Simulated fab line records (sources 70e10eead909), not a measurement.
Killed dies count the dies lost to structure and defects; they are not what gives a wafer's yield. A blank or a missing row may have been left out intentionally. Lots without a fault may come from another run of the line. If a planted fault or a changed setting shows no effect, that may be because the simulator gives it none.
Problem report in the 8D (eight disciplines) form, filled by code ; flow nand harc ; the parts of the form that need people (team, actions taken, sign-off) are left out

1. THE PROBLEM
Wafers with no fault read 29.0 s with a standard deviation of 2, whereas time to endpoint s at NHARC_P_M2_CMP_23 reads a mean of 48.3 s on 1 wafer of 1 lot. Measured from the usual mean, that is +9.6 standard deviations.
The step: polishes, t overpolish 20 s, target thk 144.3 nm.
Seen first at day 8 19:35 on cmp-01, wafer L328.1. The record holds 33 wafers of 11 lots with a number at this step. Rule for "out" (also "out of limits"): further than 4 standard deviations from the usual mean. The other wafers with a number count as sound.

2. WHAT IT IS, WHAT IT ISN'T
question;is;is not
which readings at this step;time to endpoint s;motor current A
which lots;L328;L318, L319, L322, L323, L324, L326, L327, L330, L338, L339
which wafers of those lots;L328.1;L328.3, L328.4
read on which tools;cmp-01;cmp-02, cmp-04
when;from day 8 19:35;"up to then (23 sound wafers); but 9 sound wafers of L330, L338, L339 came after"

3. SUSPECTS, AND WHAT RULES EACH OUT
Counting: a tool at a process step up to the reading stays a suspect if it ran every lot that is out. Sound lots after the first of them don't rule it out here, since some wafers of a struck lot are sound.
- rie diel-03 at NHARC_P_M2_ETCH_35 (etches the open film in N2/H2, target depth 40 nm, overetch 12 nm, time 43.94 s): kept. The lot that is out, L328, ran on it at day 8 17:25; the last sound lot it ran before that was L327, at day 8 15:59.
- rie diel-03 at NHARC_P_M2_ETCH_15 (etches the open film in C4F8/Ar, target depth 182.5 nm, time 91.2 s): kept. The lot that is out, L328, ran on it at day 8 18:50; the last sound lot it ran before that was L327, at day 8 17:17. With no start given for some of its lots, NHARC_P_M2_ETCH_15 uses the hours and lot order of NHARC_P_M2_ECD_22.
- pvd sputter-02 at NHARC_P_M2_PVD_20 (deposits TaN, target thk 5 nm, time 8.06 s): kept. The lot that is out, L328, ran on it at day 8 18:50; the last sound lot it ran before that was L323, at day 7 20:08. With no start given for some of its lots, NHARC_P_M2_PVD_20 uses the hours and lot order of NHARC_P_M2_ECD_22.
- ecd cu-01 at NHARC_P_M2_ECD_22 (material Cu, target thk 400 nm): kept. The lot that is out, L328, ran on it at day 8 18:50; the last sound lot it ran before that was L327, at day 8 17:17.
- cmp-01 at NHARC_P_M2_CMP_23 (polishes, t overpolish 20 s, target thk 144.3 nm): kept. The lot that is out, L328, ran on it at day 8 19:35; the last sound lot it ran before that was L318, at day 6 16:45. Out on those wafers are its own readings of time to endpoint s.
- rie diel-03, NHARC_P_M2_ETCH_35: wafers that are out in chamber 2, sound lot-mates in chambers 0, 1.
- rie diel-03, NHARC_P_M2_ETCH_15: wafers that are out in chamber 3, sound lot-mates in chambers 0, 2.
- cmp-01, NHARC_P_M2_CMP_23: wafers that are out in chamber 2, sound lot-mates in chambers 0, 1.
Left after counting: rie diel-03 at NHARC_P_M2_ETCH_35, rie diel-03 at NHARC_P_M2_ETCH_15, pvd sputter-02 at NHARC_P_M2_PVD_20, ecd cu-01 at NHARC_P_M2_ECD_22, cmp-01 at NHARC_P_M2_CMP_23.

4. THE CAUSE (what the simulator had put in)
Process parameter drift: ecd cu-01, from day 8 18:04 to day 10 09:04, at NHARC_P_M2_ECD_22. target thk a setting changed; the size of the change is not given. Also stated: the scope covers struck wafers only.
Counting leaves 5 suspects; this tool is one of them.

5. SEQUENCE OF EFFECTS, ordered by route
Each row: a reading where the mean over the struck wafers with a number is more than 3 standard deviations away from the usual. Only readings for which the record gives a usual standard deviation are gone through. hours: the time from each lot's start at the first step in this table that gives one to its start at this step, as a median over the lots. sigmas: the change in usual standard deviations.
hours;step;reading;usual;on struck wafers;change;sigmas
0;NHARC_P_M2_CMP_23;time to endpoint s;29.0 s;48.3;+19.3;+9.6
Its process steps:
- NHARC_P_M2_CMP_23: polishes, t overpolish 20 s, target thk 144.3 nm.

6. HOW IT WOULD HAVE BEEN CAUGHT EARLIER
First out-of-limits reading in this record: day 8 19:35, which is 2 hours after fault onset at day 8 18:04.
All the lots that are out (1) had begun NHARC_P_M2_ECD_22 on ecd cu-01 by day 8 19:35. Tool hold at that time: it would have spared none of them.
